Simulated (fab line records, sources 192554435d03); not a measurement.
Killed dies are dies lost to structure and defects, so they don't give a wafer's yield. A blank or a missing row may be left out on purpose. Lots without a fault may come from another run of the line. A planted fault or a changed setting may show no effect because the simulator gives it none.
fab line records | flow n5_finfet
record lots=7 wafers=39
route steps=1938 shown FIN_SAQP@102 STI_FIN_REVEAL@190 BEOL_M0_SAQP@636 BEOL_M1@754 BEOL_M4@1083 BEOL_M5@1174
start_h: hours from the record's first day to the start of the lot's first wafer shown | wait_h: hours since the lot's step before | " the same as in the row above | L1.1+2: a row that stands for several wafers | - no value, or no start given | * or withheld: withheld | < > ~ a bound
route shown NAME@n: a module of which the file shows steps, and the number in the route of the first | usual: mean/standard deviation of fault-free wafers | same: alike in all rows | chamber/n: place in a boat | sites: the reading at each site | _std_site: their standard deviation | _edge_site: outer sites' mean less inner sites' | radius_mm: how far each site lies from the wafer's centre | mask NAME#n: copy n | behind: the tool/chamber that last shaped the wafer | hold: why the lot was held/for how many hours/how that ended | device: the transistor (n, p or np) that didn't switch | end of line: the same wafers' tests at the end of the route | a step without rows: its recipe alone | killed: dies lost to structure and defects at the first sort, not the wafer's yield | map: a wafer's dies, x killed, . not, _ none there
set.NAME: the setting as run; set.NAME@STEP: as run at that earlier step | model.NAME: the simulator's own value behind a step, which no gauge read
lots whose settings were changed on purpose; a table a step, a row a wafer
## steps
# step N5_FIN_SAQP_HM_DEP_72
# recipe material=SiO2 target_thk_a=120 temp_c=400 precursor=SiH4/N2O pressure_torr=0.75 rf_w=275 time_s=7.2
# columns lot.wafer tool chamber start_h wait_h set.time_s model.SiO2_of_FIN_SAQP_HM_DEP_72.thk_nm
L084.1 pecvd-03 2 81.17 0.0 7.2 11.42
L084.2 " 0 " " 7.2 11.52
L084.6 " 2 " " 7.2 11.94
L085.1 pecvd-04 2 87.21 0.0 7.2 11.96
L085.2 " 1 " " 7.2 11.95
L085.3 " 0 " " 3.516 5.701
L085.4 " 1 " " 7.2 12.27
L085.5 " 0 " " 3.516 5.929
L085.6 " 2 " " 3.516 5.972
L086.1 pecvd-04 0 93.40 0.0 7.2 11.95
L086.2 " 1 " " 3.826 6.343
L086.3 " 2 " " 3.826 6.558
L086.4 " 2 " " 7.2 12.14
L086.5 " 0 " " 7.2 11.97
L086.6 " 1 " " 3.826 6.601
L089.1+6 pecvd-03 0,2 111.38 0.0 7.2 12.03
L089.2 " 1 " " 3.806 6.176
L089.3 " 2 " " 3.806 6.187
L089.4 " 0 " " 7.2 12
L089.5 " 1 " " 3.806 6.341
L090.1 pecvd-04 0 118.09 0.0 7.2 11.81
L090.2+5 " 2,1 " " 9.393 15.87
L090.3 " 1 " " 9.393 15.65
L090.4 " 2 " " 7.2 12.35
L090.6 " 0 " " 7.2 12.18
L092.1 pecvd-02 2 129.62 0.0 7.2 12.28
L092.2 " 1 " " 7.2 11.96
L092.3 " 0 " " 9.296 15.22
L092.4 " 2 " " 7.2 12.22
L092.5 " 0 " " 9.296 15.52
L092.6 " 1 " " 9.296 15.67
L094.1 pecvd-04 0 142.06 0.0 9.465 15.63
L094.2 " 2 " " 9.465 15.69
L094.3 " 1 " " 7.2 12.03
L094.4 " 2 " " 7.2 12.42
L094.5 " 0 " " 7.2 12.16
L094.6 " 1 " " 9.465 16.02
# step N5_FIN_SAQP_COAT_49
# recipe resist=SOC temp_c=250 time_s=60 spin_rpm=1500 resist_thk_nm=100
# step N5_FIN_SAQP_COAT_50
# recipe resist=SiARC temp_c=220 time_s=60 spin_rpm=1500 resist_thk_nm=35
# step N5_FIN_SAQP_ETCH_52
# recipe chemistry=N2/H2 target=SOC target_depth_a=1000 overetch_a=200 mask_material=SiARC temp_c=40 time_s=150 ion_energy_ev=200 pressure_mtorr=30 source_w=840 bias_w=150 n2_flow_sccm=200 h2_flow_sccm=200 ends=end_point
# step N5_FIN_SAQP_STRIP_53
# recipe chemistry=N2/H2 temp_c=40 n2_flow_sccm=200 h2_flow_sccm=200 rf_frequency_hz=6e+07
# step N5_FIN_SAQP_HM_OPEN_73
# recipe chemistry=CHF3/O2 target=SiO2 stop_on=a-Si target_depth_a=120 over_etch_frac=1.8 mask_material=SOC time_s=16.8 pressure_mtorr=30 source_w=650 bias_w=170 Ar_flow_sccm=200 CHF3_flow_sccm=50 O2_flow_sccm=5 ion_energy_ev=200 ends=end_point
# columns lot.wafer tool chamber start_h wait_h set.time_s@FIN_SAQP_HM_DEP_72 model.etch.depth_nm
L084.1 rie_diel-05 2 81.92 0.0 7.2 11.42
L084.2 " 1 " " 7.2 11.52
L084.6 " 1 " " 7.2 11.94
L085.1 rie_diel-04 2 87.98 0.0 7.2 11.96
L085.2 " 1 " " 7.2 11.95
L085.3 " 3 " " 3.516 5.701
L085.4 " 0 " " 7.2 12.27
L085.5 " 3 " " 3.516 5.929
L085.6 " 2 " " 3.516 5.972
L086.1 rie_diel-04 3 94.01 0.0 7.2 11.95
L086.2 " 1 " " 3.826 6.343
L086.3 " 2 " " 3.826 6.558
L086.4 " 0 " " 7.2 12.14
L086.5 " 2 " " 7.2 11.97
L086.6 " 1 " " 3.826 6.601
L089.1+6 rie_diel-01 1,0 112.00 0.0 7.2 12.03
L089.2 " 2 " " 3.806 6.176
L089.3 " 3 " " 3.806 6.187
L089.4 " 0 " " 7.2 12
L089.5 " 1 " " 3.806 6.341
L090.1 rie_diel-01 2 118.84 0.0 7.2 11.81
L090.2+5 " 0,2 " " 9.393 15.87
L090.3 " 3 " " 9.393 15.65
L090.4 " 1 " " 7.2 12.35
L090.6 " 3 " " 7.2 12.18
L092.1 rie_diel-01 0 130.24 0.0 7.2 12.28
L092.2 " 2 " " 7.2 11.96
L092.3 " 1 " " 9.296 15.22
L092.4 " 3 " " 7.2 12.22
L092.5 " 0 " " 9.296 15.52
L092.6 " 1 " " 9.296 15.67
L094.1 rie_diel-01 2 142.68 0.0 9.465 15.63
L094.2 " 3 " " 9.465 15.69
L094.3 " 1 " " 7.2 12.03
L094.4 " 0 " " 7.2 12.42
L094.5 " 3 " " 7.2 12.16
L094.6 " 2 " " 9.465 16.02
# step N5_STI_FIN_REVEAL_ETCHBACK_08
# recipe chemistry=C4F6/O2 target=SiO2 target_depth_a=305 time_s=10.167 ion_energy_ev=250 pressure_mtorr=30 source_w=345 bias_w=185 Ar_flow_sccm=300 C4F6_flow_sccm=10 O2_flow_sccm=10
# columns lot.wafer tool chamber start_h wait_h set.target_depth_a
L084.1+2+6 rie_diel-04 0,2,3 94.51 0.2 305
L085.1+4+6 rie_diel-05 3,2,1 103.30 0.4 305
L085.2+3+5 " 1,0,2 " " 176.2
L086.1+2+3 rie_diel-05 2,3,0 108.35 0.2 305
L086.4+5+6 " 1,3,2 " " 218.8
L089.1+2+3+4+5+6 rie_diel-05 2,0,3,1,0,3 123.41 0.2 305
L090.1+2+3+4+5+6 rie_diel-01 1,2,0,3,1,0 130.95 0.2 305
L092.1+3+4 rie_diel-04 3,1,0 142.08 0.4 399.6
L092.2+5+6 " 2,1,2 " " 305
L094.1+3+4 rie_diel-01 3,0,2 154.45 0.2 253
L094.2+5+6 " 1,1,0 " " 305
# step N5_STI_FIN_REVEAL_STRIP_24
# recipe chemistry=N2/H2 time_s=90 power_w=100 temp_c=40 pressure_mtorr=100 rf_frequency_hz=6e+07 bias_power_w=3 n2_flow_sccm=300 h2_flow_sccm=300
# step N5_STI_FIN_REVEAL_PRECLEAN_25
# recipe chemistry=SPM time_s=90 temp_c=120 mix=4:1
# step N5_STI_FIN_REVEAL_SRD_23
# recipe dry=ipa_marangoni time_s=30 temp_c=23 rinse_liquid=diw
# step N5_STI_FIN_REVEAL_FIN_H_MEAS_10
# usual trench_depth_nm=52.2/0.88
# columns lot.wafer tool chamber start_h wait_h set.target_depth_a@STI_FIN_REVEAL_ETCHBACK_08 trench_depth_nm
L084.1 ocd-02 - 97.45 0.0 305 51.4
L084.2 " - " " 305 51.7
L084.6 " - " " 305 51.6
L085.1 ocd-02 - 106.25 0.0 305 52.8
L085.2 " - " " 176.2 38.9
L085.3 " - " " 176.2 39.5
L085.4 " - " " 305 52.2
L085.5 " - " " 176.2 39.1
L085.6 " - " " 305 50.6
L086.1 ocd-02 - 111.31 0.0 305 53.4
L086.2 " - " " 305 53.8
L086.3 " - " " 305 53.6
L086.4 " - " " 218.8 43.4
L086.5 " - " " 218.8 44.8
L086.6 " - " " 218.8 45.0
L089.1 ocd-02 - 126.62 0.0 305 52.8
L089.2 " - " " 305 52.8
L089.3 " - " " 305 52.7
L089.4 " - " " 305 50.7
L089.5 " - " " 305 52.4
L089.6 " - " " 305 52.1
L090.1 ocd-01 - 133.92 0.0 305 51.6
L090.2 " - " " 305 53.6
L090.3 " - " " 305 51.4
L090.4 " - " " 305 51.9
L090.5 " - " " 305 51.9
L090.6 " - " " 305 52.4
L092.1 ocd-02 - 145.10 0.0 399.6 60.8
L092.2 " - " " 305 51.0
L092.3 " - " " 399.6 60.5
L092.4 " - " " 399.6 59.7
L092.5 " - " " 305 51.4
L092.6 " - " " 305 50.9
L094.1 ocd-02 - 157.46 0.0 253 46.9
L094.2 " - " " 305 52.4
L094.3 " - " " 253 47.8
L094.4 " - " " 253 47.9
L094.5 " - " " 305 52.3
L094.6 " - " " 305 52.5
# step N5_BEOL_M0_SAQP_PECVD_96
# recipe material=a-Si target_thk_a=450 temp_c=350 precursor=SiH4/He pressure_torr=3 rf_w=100 time_s=45.2
# columns lot.wafer tool chamber start_h wait_h set.time_s model.a-Si_of_BEOL_M0_SAQP_PECVD_96.thk_nm
L084.1 pecvd-01 0 165.89 0.0 45.2 44.6
L084.2 " 2 " " 45.2 45.4
L084.6 " 0 " " 45.2 45.2
L085.1+6 pecvd-03 2,0 173.75 0.0 31.76 31
L085.2 " 0 " " 45.2 43.8
L085.3 " 1 " " 45.2 44
L085.4 " 2 " " 45.2 45.4
L085.5 " 1 " " 31.76 31.8
L086.1 pecvd-01 2 185.64 0.0 45.2 44.8
L086.2 " 1 " " 31.63 30.8
L086.3 " 0 " " 31.63 30.6
L086.4 " 1 " " 45.2 44.4
L086.5 " 2 " " 31.63 32
L086.6 " 0 " " 45.2 44.6
L089.1 pecvd-02 0 204.56 0.0 58.14 57.6
L089.2 " 1 " " 45.2 43.6
L089.3 " 0 " " 58.14 58.8
L089.4 " 1 " " 45.2 44.4
L089.5 " 0 " " 58.14 58.6
L089.6 " 1 " " 45.2 44.2
L090.1 pecvd-01 0 210.58 0.0 45.2 44.2
L090.2+4 " 1 " " 45.2 44.6
L090.3 " 2 " " 45.2 45
L090.5 " 2 " " 45.2 46.4
L090.6 " 0 " " 45.2 44.8
L092.1 pecvd-02 1 221.09 0.0 45.2 43.8
L092.2+4 " 0,1 " " 45.2 45
L092.3 " 0 " " 45.2 45.4
L092.5 " 0 " " 45.2 46
L092.6 " 1 " " 45.2 44.6
L094.1 pecvd-01 1 227.85 0.0 61.91 60.8
L094.2 " 2 " " 45.2 45.2
L094.3 " 0 " " 61.91 60
L094.4 " 1 " " 45.2 44.6
L094.5 " 2 " " 61.91 62
L094.6 " 0 " " 45.2 45
# step N5_BEOL_M0_SAQP_PECVD_97
# recipe material=SiNx target_thk_a=230 temp_c=350 precursor=SiH4/NH3/N2 pressure_torr=1.5 rf_w=300 time_s=19.9
# step N5_BEOL_M0_SAQP_PECVD_04
# recipe material=a-Si target_thk_a=600 temp_c=350 precursor=SiH4/He pressure_torr=3 rf_w=100 time_s=60.2
# step N5_BEOL_M0_SAQP_ETCH_101
# recipe chemistry=CH3F/O2 target=SiNx mask_material=SiO2 target_depth_a=299 time_s=42.7 pressure_mtorr=30 source_w=395 bias_w=73 Ar_flow_sccm=150 CH3F_flow_sccm=30 O2_flow_sccm=20 ion_energy_ev=120
# step N5_BEOL_M0_SAQP_ETCH_102
# recipe chemistry=CF4 target=SiO2 target_depth_a=40 ion_energy_ev=350 time_s=4.4 pressure_mtorr=10 icp_w=800 bias_w=400 cf4_flow_sccm=80
# step N5_BEOL_M0_SAQP_MANDREL_ETCH_103
# recipe chemistry=HBr/Cl2 target=a-Si target_depth_a=450 bt_time_s=10 stop_on=SiCN mask_material=SiO2 over_etch_frac=0.8 time_s=27 pressure_mtorr=10 icp_w=800 bias_w=75 HBr_flow_sccm=150 Cl2_flow_sccm=80 ends=end_point
# usual oes_product_au=0.683/0.013
# columns lot.wafer tool chamber start_h wait_h set.time_s@BEOL_M0_SAQP_PECVD_96 oes_product_au model.etch.depth_nm
L084.1 rie_si-05 3 168.31 0.0 45.2 0.671 44.55
L084.2 " 1 " " 45.2 0.691 45.44
L084.6 " 1 " " 45.2 0.693 45.18
L085.1 rie_si-04 1 176.51 0.0 31.76 0.574 31.02
L085.2 " 3 " " 45.2 0.671 43.76
L085.3 " 0 " " 45.2 0.700 44.06
L085.4 " 2 " " 45.2 0.687 45.32
L085.5 " 3 " " 31.76 0.564 31.83
L085.6 " 2 " " 31.76 0.559 30.96
L086.1 rie_si-02 2 188.89 0.0 45.2 0.665 44.79
L086.2 " 1 " " 31.63 0.555 30.76
L086.3 " 0 " " 31.63 0.563 30.6
L086.4 " 3 " " 45.2 0.688 44.35
L086.5 " 2 " " 31.63 0.555 31.93
L086.6 " 1 " " 45.2 0.673 44.66
L089.1 rie_si-04 1 207.81 0.0 58.14 0.819 57.66
L089.2 " 2 " " 45.2 0.669 43.52
L089.3 " 3 " " 58.14 0.792 58.83
L089.4 " 0 " " 45.2 0.697 44.42
L089.5 " 1 " " 58.14 0.824 58.63
L089.6 " 2 " " 45.2 0.678 44.11
L090.1 rie_si-02 0 213.15 0.0 45.2 0.685 44.15
L090.2 " 2 " " 45.2 0.669 44.54
L090.3 " 3 " " 45.2 0.678 44.99
L090.4 " 1 " " 45.2 0.673 44.54
L090.5 " 0 " " 45.2 0.704 46.32
L090.6 " 3 " " 45.2 0.677 44.77
L092.1 rie_si-02 1 224.21 0.0 45.2 0.672 43.79
L092.2 " 3 " " 45.2 0.696 44.98
L092.3 " 0 " " 45.2 0.693 45.44
L092.4 " 3 " " 45.2 0.693 45.07
L092.5 " 1 " " 45.2 0.685 45.93
L092.6 " 0 " " 45.2 0.693 44.63
L094.1 rie_si-02 1 230.29 0.0 61.91 0.815 60.87
L094.2 " 3 " " 45.2 0.699 45.27
L094.3 " 2 " " 61.91 0.812 60.08
L094.4 " 0 " " 45.2 0.684 44.68
L094.5 " 0 " " 61.91 0.843 61.94
L094.6 " 1 " " 45.2 0.677 45.07
# step N5_BEOL_M1_HM_DEP_02
# recipe material=TiN target_thk_a=200 temp_c=25 chamber_pressure_pa=0.49996
# columns lot.wafer tool chamber start_h wait_h set.target_thk_a model.TiN_of_BEOL_M1_HM_DEP_02.thk_nm
L084.1 pvd_sputter-02 - 178.74 0.3 200 19.8
L084.2 " - " " 200 20.2
L084.6 " - " " 200 20
L085.1+3+5 pvd_sputter-01 - 190.44 1.3 200 19.8
L085.2 " - " " 200 19.6
L085.4 " - " " 200 19.4
L085.6 " - " " 200 19.2
L086.1+3 pvd_sputter-03 - 202.44 1.8 200 20
L086.2 " - " " 200 20.2
L086.4 " - " " 200 20.8
L086.5 " - " " 200 20.4
L086.6 " - " " 200 20.6
L089.1 pvd_sputter-02 - 217.46 0.8 260.4 26.2
L089.2+4 " - " " 260.4 26
L089.3 " - " " 200 20.2
L089.5+6 " - " " 200 20
L090.1+5 pvd_sputter-03 - 222.79 0.3 319.3 31.4
L090.2 " - " " 200 20
L090.3+6 " - " " 200 19.8
L090.4 " - " " 319.3 31.6
L092.1 pvd_sputter-03 - 236.19 0.0 107 11.2
L092.2 " - " " 107 10.4
L092.3 " - " " 107 10.8
L092.4+6 " - " " 200 20.2
L092.5 " - " " 200 19.8
L094.1 pvd_sputter-02 - 239.73 1.6 200 20.2
L094.2+3 " - " " 200 20.4
L094.4 " - " " 164.7 17
L094.5 " - " " 164.7 16.6
L094.6 " - " " 164.7 16.8
# step N5_BEOL_M1_COAT_61
# recipe resist=SOC temp_c=250 time_s=60 spin_rpm=1500 resist_thk_nm=60
# step N5_BEOL_M1_COAT_62
# recipe resist=SiARC temp_c=220 time_s=60 spin_rpm=1500 resist_thk_nm=12
# step N5_BEOL_M1_STRIP_75
# recipe chemistry=N2/H2 temp_c=40 n2_flow_sccm=200 h2_flow_sccm=200 rf_frequency_hz=6e+07
# step N5_BEOL_M1_STRIP_66
# recipe chemistry=CF4 resist=SiARC power_w=300 bias_power_w=75 pressure_mtorr=50 cf4_flow_sccm=150 rf_frequency_hz=6e+07
# step N5_BEOL_M1_HM_OPEN_17
# recipe chemistry=Cl2/BCl3 target_depth_a=200 overetch_a=60 target=TiN mask_material=SOC ion_energy_ev=150 pressure_mtorr=10 icp_w=1000 bias_w=126 Cl2_flow_sccm=53.25 bcl3_flow_sccm=21.75 Ar_flow_sccm=25
# columns lot.wafer tool chamber start_h wait_h set.target_thk_a@BEOL_M1_HM_DEP_02 model.etch.depth_nm
L084.1 rie_metal-01 0 179.62 0.0 200 19.82
L084.2 " 1 " " 200 20.21
L084.6 " 0 " " 200 19.99
L085.1 rie_metal-02 1 191.20 0.0 200 19.7
L085.2 " 0 " " 200 19.53
L085.3 " 1 " " 200 19.79
L085.4 " 0 " " 200 19.41
L085.5 " 0 " " 200 19.85
L085.6 " 1 " " 200 19.25
L086.1 rie_metal-02 1 203.47 0.0 200 20.01
L086.2 " 0 " " 200 20.28
L086.3 " 1 " " 200 19.91
L086.4 " 0 " " 200 20.73
L086.5 " 0 " " 200 20.41
L086.6 " 1 " " 200 20.53
L089.1 rie_metal-03 0 218.36 0.0 260.4 25.52
L089.2 " 1 " " 260.4 25.35
L089.3 " 0 " " 200 20.21
L089.4 " 1 " " 260.4 25.63
L089.5 " 1 " " 200 19.92
L089.6 " 0 " " 200 19.93
L090.1 rie_metal-03 0 223.56 0.0 319.3 25.43
L090.2 " 1 " " 200 20.05
L090.3 " 0 " " 200 19.75
L090.4 " 1 " " 319.3 25.49
L090.5 " 0 " " 319.3 25.2
L090.6 " 1 " " 200 19.84
L092.1 rie_metal-01 0 236.96 0.0 107 11.24
L092.2 " 1 " " 107 10.4
L092.3 " 0 " " 107 10.76
L092.4 " 1 " " 200 20.2
L092.5 " 0 " " 200 19.82
L092.6 " 1 " " 200 20.14
L094.1 rie_metal-02 1 240.92 0.0 200 20.19
L094.2 " 0 " " 200 20.42
L094.3 " 1 " " 200 20.44
L094.4 " 0 " " 164.7 17.03
L094.5 " 1 " " 164.7 16.69
L094.6 " 0 " " 164.7 16.85
# step N5_BEOL_M1_ETCH_70
# recipe chemistry=N2/H2 target=SOC target_depth_a=800 overetch_a=160 mask_material=SiARC temp_c=40 time_s=120 ion_energy_ev=200 pressure_mtorr=30 source_w=840 bias_w=150 n2_flow_sccm=200 h2_flow_sccm=200
# columns lot.wafer tool chamber start_h wait_h set.time_s model.SiARC_of_BEOL_M1_COAT_68.thk_nm
L084.1 rie_diel-06 3 184.94 0.0 120 6.4
L084.2 " 1 " " 120 6
L084.6 " 2 " " 120 6.8
L085.1+5 rie_diel-06 2 193.31 0.0 141.9 5.6
L085.2 " 0 " " 141.9 5.2
L085.3+6 " 1 " " 120 6
L085.4 " 3 " " 120 6.4
L086.1+6 rie_diel-02 1,2 204.45 0.0 96.76 7.4
L086.2 " 0 " " 96.76 7.6
L086.3 " 2 " " 120 6.2
L086.4 " 3 " " 120 6.4
L086.5 " 3 " " 120 6.6
L089.1 rie_diel-03 0 226.28 0.0 170.5 3.8
L089.2 " 1 " " 170.5 4.2
L089.3+5 " 2 " " 120 6.4
L089.4 " 3 " " 120 6.8
L089.6 " 3 " " 170.5 4.4
L090.1+5+6 rie_diel-02 0,3,0 231.75 0.0 120 6.6
L090.2+4 " 2,1 " " 120 6.2
L090.3 " 3 " " 120 6.4
L092.1+5 rie_diel-02 3,0 243.08 0.0 120 6.6
L092.2+4+6 " 1,2,1 " " 74.63 8.4
L092.3 " 0 " " 120 6.8
L094.1 rie_diel-06 3 243.26 0.0 120 6.6
L094.2 " 0 " " 120 6.2
L094.3 " 1 " " 71.08 8.4
L094.4 " 2 " " 71.08 8.8
L094.5 " 1 " " 120 6
L094.6 " 2 " " 71.08 9
# step N5_BEOL_M4_CVD_47
# recipe material=Co target_thk_a=30 temp_c=withheld precursor=CCTBA/H2 pressure_torr=30 time_s=223.8
# columns lot.wafer tool chamber start_h wait_h set.target_thk_a model.Co_of_BEOL_M4_CVD_47.thk_nm
L084.1+6 cvd_co-01 1 218.11 0.0 30 3
L084.2 " 0 " " 30 2.8
L085.1+2+4 cvd_co-01 0,1,0 236.45 0.4 20.14 2
L085.3 " 1 " " 30 3.2
L085.5+6 " 1,0 " " 30 3
L086.1+2 cvd_co-02 2,1 241.75 0.0 36.32 3.6
L086.3 " 0 " " 30 3
L086.4+6 " 1,2 " " 30 2.8
L086.5 " 0 " " 36.32 3.8
L089.1 cvd_co-01 0 260.51 0.0 21.67 2.2
L089.2 " 1 " " 21.67 2.4
L089.3 " 0 " " 21.67 2
L089.4+5 " 1 " " 30 3.2
L089.6 " 0 " " 30 3
L090.1 cvd_co-02 2 271.05 0.2 30 3.2
L090.2 " 1 " " 30 2.8
L090.3+4 " 0 " " 13.54 1.6
L090.5 " 2 " " 30 3
L090.6 " 1 " " 13.54 1.4
L092.1 cvd_co-02 2 281.29 0.1 17.38 1.4
L092.2 " 0 " " 17.38 1.8
L092.3+6 " 1 " " 30 2.8
L092.4 " 0 " " 30 3.2
L092.5 " 2 " " 17.38 1.6
L094.1 cvd_co-02 0 284.38 0.0 19.64 2.2
L094.2+6 " 2 " " 19.64 1.8
L094.3+4 " 1 " " 30 3
L094.5 " 0 " " 30 3.2
# step N5_BEOL_M5_CVD_47
# recipe material=Co target_thk_a=30 temp_c=withheld precursor=CCTBA/H2 pressure_torr=30 time_s=216
# columns lot.wafer tool chamber start_h wait_h set.target_thk_a model.Co_of_BEOL_M5_CVD_47.thk_nm
L084.1+2+6 cvd_co-02 2,1,1 227.14 0.0 30 3
L085.1+2 cvd_co-01 0,1 244.56 0.1 30 3.2
L085.3+5 " 0 " " 41.44 4.4
L085.4 " 1 " " 41.44 4.2
L085.6 " 1 " " 30 3
L086.1+5 cvd_co-02 0 252.83 0.3 15.22 1.6
L086.2+3+4 " 2,1,2 " " 30 2.8
L086.6 " 1 " " 15.22 1.4
L089.1+3+6 cvd_co-02 1,2,1 270.35 0.1 30 3
L089.2+4 " 0 " " 47.43 5
L089.5 " 2 " " 47.43 4.8
L090.1 cvd_co-02 0 283.09 0.3 30 3.2
L090.2+3+4+6 " 2,1,0,1 " " 30 3
L090.5 " 2 " " 30 2.8
L092.1+2+4+5+6 cvd_co-01 1,0,0,1,0 292.30 0.0 30 3.2
L092.3 " 1 " " 30 3
L094.1+5 cvd_co-02 2,0 298.69 0.1 15.93 1.8
L094.2 " 0 " " 30 3
L094.3 " 1 " " 30 2.8
L094.4 " 1 " " 15.93 1.4
L094.6 " 2 " " 30 3.2
## key
split step=N5_FIN_SAQP_HM_DEP_72 setting=time_s stated=7.2 by=wafer
response step=N5_FIN_SAQP_HM_DEP_72 reading=model.SiO2_of_FIN_SAQP_HM_DEP_72.thk_nm change=+0.119 per=1% r=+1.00
response step=N5_FIN_SAQP_HM_OPEN_73 reading=model.etch.depth_nm change=+0.119 per=1% r=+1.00
split step=N5_STI_FIN_REVEAL_ETCHBACK_08 setting=target_depth_a stated=305 by=wafer
response step=N5_STI_FIN_REVEAL_FIN_H_MEAS_10 reading=trench_depth_nm change=+0.304 per=1% r=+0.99
split step=N5_BEOL_M0_SAQP_PECVD_96 setting=time_s stated=45.2 by=wafer
response step=N5_BEOL_M0_SAQP_PECVD_96 reading=model.a-Si_of_BEOL_M0_SAQP_PECVD_96.thk_nm change=+0.452 per=1% r=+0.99
response step=N5_BEOL_M0_SAQP_MANDREL_ETCH_103 reading=oes_product_au change=+0.004 per=1% r=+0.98
response step=N5_BEOL_M0_SAQP_MANDREL_ETCH_103 reading=model.etch.depth_nm change=+0.452 per=1% r=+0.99
split step=N5_BEOL_M1_HM_DEP_02 setting=target_thk_a stated=200 by=wafer
response step=N5_BEOL_M1_HM_DEP_02 reading=model.TiN_of_BEOL_M1_HM_DEP_02.thk_nm change=+0.197 per=1% r=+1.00
response step=N5_BEOL_M1_HM_OPEN_17 reading=model.etch.depth_nm change=+0.142 per=1% r=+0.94
split step=N5_BEOL_M1_ETCH_70 setting=time_s stated=120 by=wafer
response step=N5_BEOL_M1_ETCH_70 reading=model.SiARC_of_BEOL_M1_COAT_68.thk_nm change=-0.0538 per=1% r=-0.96
split step=N5_BEOL_M4_CVD_47 setting=target_thk_a stated=30 by=wafer
response step=N5_BEOL_M4_CVD_47 reading=model.Co_of_BEOL_M4_CVD_47.thk_nm change=+0.0307 per=1% r=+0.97
split step=N5_BEOL_M5_CVD_47 setting=target_thk_a stated=30 by=wafer
response step=N5_BEOL_M5_CVD_47 reading=model.Co_of_BEOL_M5_CVD_47.thk_nm change=+0.0299 per=1% r=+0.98
